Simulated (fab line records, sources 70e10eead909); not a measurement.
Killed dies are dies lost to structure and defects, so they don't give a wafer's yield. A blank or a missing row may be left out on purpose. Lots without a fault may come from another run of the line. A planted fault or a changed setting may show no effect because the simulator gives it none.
Problem report in the 8D (eight disciplines) form, filled by code | flow nand_harc | the parts of the form that need people (team, actions taken, sign-off) are left out

1. THE PROBLEM
cd_nm at NHARC_P_M1_CD_MEAS_09 reads a mean of 122.2 nm on 6 wafers of 2 lots; wafers without a fault read 130.3 nm with a standard deviation of 0.76. That is -11 standard deviations from the usual mean.
The step: target cd 130 nm.
First seen on wafer L892.2, day 9 00:18, on cd_sem-03. The record holds 36 wafers of 12 lots with a number at this step. Rule for "out", or "out of limits": more than 4 standard deviations from the usual mean. The other wafers with a number count as sound.

2. WHAT IT IS AND WHAT IT IS NOT
question                    | is                     | is not
which readings at this step | cd_nm                  | -
which lots                  | L892, L895             | L886, L888, L889, L891, L893, L898, L900, L905, L907, L908
which wafers of those lots  | all that have a number | -
read on which gauges        | cd_sem-03              | cd_sem-01, cd_sem-02
when                        | from day 9 00:18       | up to then (12 sound wafers); but 18 sound wafers of L893, L898, L900, L905, L907, L908 came after

3. SUSPECTS, AND WHAT RULES EACH OUT
Counting: a tool at a process step up to the reading stays a suspect if it ran every lot that is out and no sound lot after the first of them.
- the gauge at NHARC_P_M1_CD_MEAS_09: ruled out. All the wafers that are out were read on cd_sem-03, but those of them that NHARC_P_M1_EXPOSE_06 has rows for are out there too, on other tools.
- arfi_scanner-01 at NHARC_P_M1_EXPOSE_06 (exposes mask P M1, target cd 130 nm): kept. It ran every lot that is out, first L892 (day 9 00:10), and no sound lot after that; its last sound lot up to then is L889 (day 7 17:39). Its own readings are out on those wafers: exposure_dose_mJ_cm2.
Left after counting: arfi_scanner-01 at NHARC_P_M1_EXPOSE_06.

4. THE CAUSE (what the simulator had put in)
Process parameter drift: arfi_scanner-01, from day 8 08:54 on, at NHARC_P_M1_EXPOSE_06. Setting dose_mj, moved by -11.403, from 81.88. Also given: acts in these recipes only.
Counting left only this tool.

5. THE CHAIN OF EFFECTS, in route order
Each row: a reading whose mean over the struck wafers that have a number lies more than 3 standard deviations from the usual. Only readings for which the record gives a usual standard deviation are gone through. hours: the time from each lot's start at the first step in this table that gives one to its start at this step, as a median over the lots. sigmas: the change in usual standard deviations.
hours | step                  | reading              | usual    | on struck wafers | change | sigmas
0     | NHARC_P_M1_EXPOSE_06  | exposure_dose_mJ_cm2 | 81.77    | 71.50            | -10.27 | -99 or more
0     | NHARC_P_M1_CD_MEAS_09 | cd_nm                | 130.3 nm | 122.2            | -8.2   | -11
The process steps in it:
- NHARC_P_M1_EXPOSE_06: exposes mask P M1, target cd 130 nm.
Later measuring or inspecting steps at which every struck wafer that the step has a row for has a number for every such reading, and none has moved that far: NHARC_P_M1_INSPECT_11, NHARC_END_SORT_01.

6. WHAT WOULD HAVE CAUGHT IT SOONER
In this record the first reading out of limits at a measuring or inspecting step was taken at day 9 00:18, 15 hours after the fault began at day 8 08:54.
The tool's own readings at NHARC_P_M1_EXPOSE_06 were out on every struck wafer that the step has a row for (exposure_dose_mJ_cm2): an alarm limit on them would have fired on the first of those.
Of the lots that are out (2), L895 began NHARC_P_M1_EXPOSE_06 on arfi_scanner-01 after day 9 00:18. A hold on the tool at that time would have spared it.
